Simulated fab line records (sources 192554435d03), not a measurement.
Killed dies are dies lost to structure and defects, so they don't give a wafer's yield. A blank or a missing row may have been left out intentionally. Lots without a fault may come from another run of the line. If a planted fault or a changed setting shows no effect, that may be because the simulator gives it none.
Chamber matching / flow n5_finfet / N5_FIN_SAQP_FIN_ETCH_36 on rie_si-06 has 4 sister chambers
The step etches the open film in HBr/Cl2/O2, target depth 120 nm, time 50.4 s. 8 wafers are shown with their chamber, then 8 later ones without.

## WAFERS PAIRED WITH THEIR CHAMBERS
wafer=L076.5; chamber=2; drypump_motor_current_A (A)=6.7; throttle_valve_pct (%)=36.24
wafer=L078.3; chamber=0; drypump_motor_current_A (A)=5.6; throttle_valve_pct (%)=36.30
wafer=L078.4; chamber=1; drypump_motor_current_A (A)=5.2; throttle_valve_pct (%)=35.95
wafer=L078.6; chamber=2; drypump_motor_current_A (A)=6.7; throttle_valve_pct (%)=36.23
wafer=L082.1; chamber=3; drypump_motor_current_A (A)=5.4; throttle_valve_pct (%)=36.35
wafer=L082.4; chamber=0; drypump_motor_current_A (A)=5.7; throttle_valve_pct (%)=36.32
wafer=L082.5; chamber=1; drypump_motor_current_A (A)=5.2; throttle_valve_pct (%)=35.93
wafer=L089.1; chamber=3; drypump_motor_current_A (A)=5.4; throttle_valve_pct (%)=36.34

## WAFERS WITHOUT THEIR CHAMBER
wafer=L089.2; drypump_motor_current_A (A)=5.7; throttle_valve_pct (%)=36.29
wafer=L089.4; drypump_motor_current_A (A)=6.7; throttle_valve_pct (%)=36.24
wafer=L094.1; drypump_motor_current_A (A)=6.7; throttle_valve_pct (%)=36.23
wafer=L094.4; drypump_motor_current_A (A)=5.4; throttle_valve_pct (%)=36.35
wafer=L094.6; drypump_motor_current_A (A)=5.2; throttle_valve_pct (%)=35.94
wafer=L096.1; drypump_motor_current_A (A)=5.2; throttle_valve_pct (%)=35.94
wafer=L096.2; drypump_motor_current_A (A)=5.4; throttle_valve_pct (%)=36.35
wafer=L096.5; drypump_motor_current_A (A)=6.7; throttle_valve_pct (%)=36.24

## EACH ONE'S CHAMBER
wafer=L089.2; from the rows above=0; in truth=0
wafer=L089.4; from the rows above=2; in truth=2
wafer=L094.1; from the rows above=2; in truth=2
wafer=L094.4; from the rows above=3; in truth=3
wafer=L094.6; from the rows above=1; in truth=1
wafer=L096.1; from the rows above=1; in truth=1
wafer=L096.2; from the rows above=3; in truth=3
wafer=L096.5; from the rows above=2; in truth=2
Placed correctly: 8 of 8. Not placeable from these rows: 0. Wrongly placed: 0.
How it was worked out, from the rows above alone: a wafer's distance from a chamber is the root of the sum, over the readings, of the square of ((its reading less the chamber's mean) divided by the reading's scatter). The wafer belongs to the nearest chamber; if the next one is less than 2 further off, it can't be placed. Each chamber's mean is taken over the wafers shown for it. The scatter: take each reading less its chamber's mean, square it, sum over the shown wafers, divide by the number of wafers less the number of chambers, and take the root.
